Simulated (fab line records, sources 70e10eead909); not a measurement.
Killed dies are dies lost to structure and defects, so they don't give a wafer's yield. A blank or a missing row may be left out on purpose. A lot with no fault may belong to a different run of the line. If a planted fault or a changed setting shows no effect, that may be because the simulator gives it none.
Matching of chambers    flow nandHarc    4 sister chambers for NHARC_A_CONTACT_CMP_20 on cmp-02
The step polishes, t overpolish 30 s, target thk 300 nm. 4 wafers are shown with their chamber, then 8 later ones without.

== EACH WAFER AND ITS CHAMBER ==
wafer   chamber  motorCurrentA (A)
L086.5  2        13.9
L089.4  1        14.2
L089.6  3        13.6
L090.1  0        12.5

== WAFERS MISSING THEIR CHAMBER ==
wafer   motorCurrentA (A)
L090.3  14.3
L090.6  14.1
L094.1  13.9
L094.4  13.3
L094.5  13.3
L095.1  13.2
L095.3  12.7
L095.6  13.3

== THE CHAMBER EACH PASSED THROUGH ==
wafer   from the rows above           in truth
L090.3  can't be placed: 1 or 2       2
L090.6  can't be placed: 1 or 2 or 3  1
L094.1  can't be placed: 2 or 1 or 3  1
L094.4  can't be placed: 3 or 2       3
L094.5  can't be placed: 3 or 2       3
L095.1  can't be placed: 3 or 0 or 2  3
L095.3  0                             0
L095.6  can't be placed: 3 or 2       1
Correct placement for 1 of the 8. These rows do not allow placing 7 (true chamber among the candidates in 6). Placed wrongly: 0.
How it was worked out, from the rows above alone: a wafer's distance from a chamber is the root of the sum, over the readings, of the square of ((its reading less the chamber's mean) divided by the reading's scatter). If the next closest chamber is less than 2 further off than the closest, the wafer can't be placed; otherwise it belongs to the closest. Each chamber's mean is taken over the wafers shown for it. The scatter: with one shown wafer a chamber, the root of the mean of the squares of how far each hidden wafer lies from its nearest shown one.
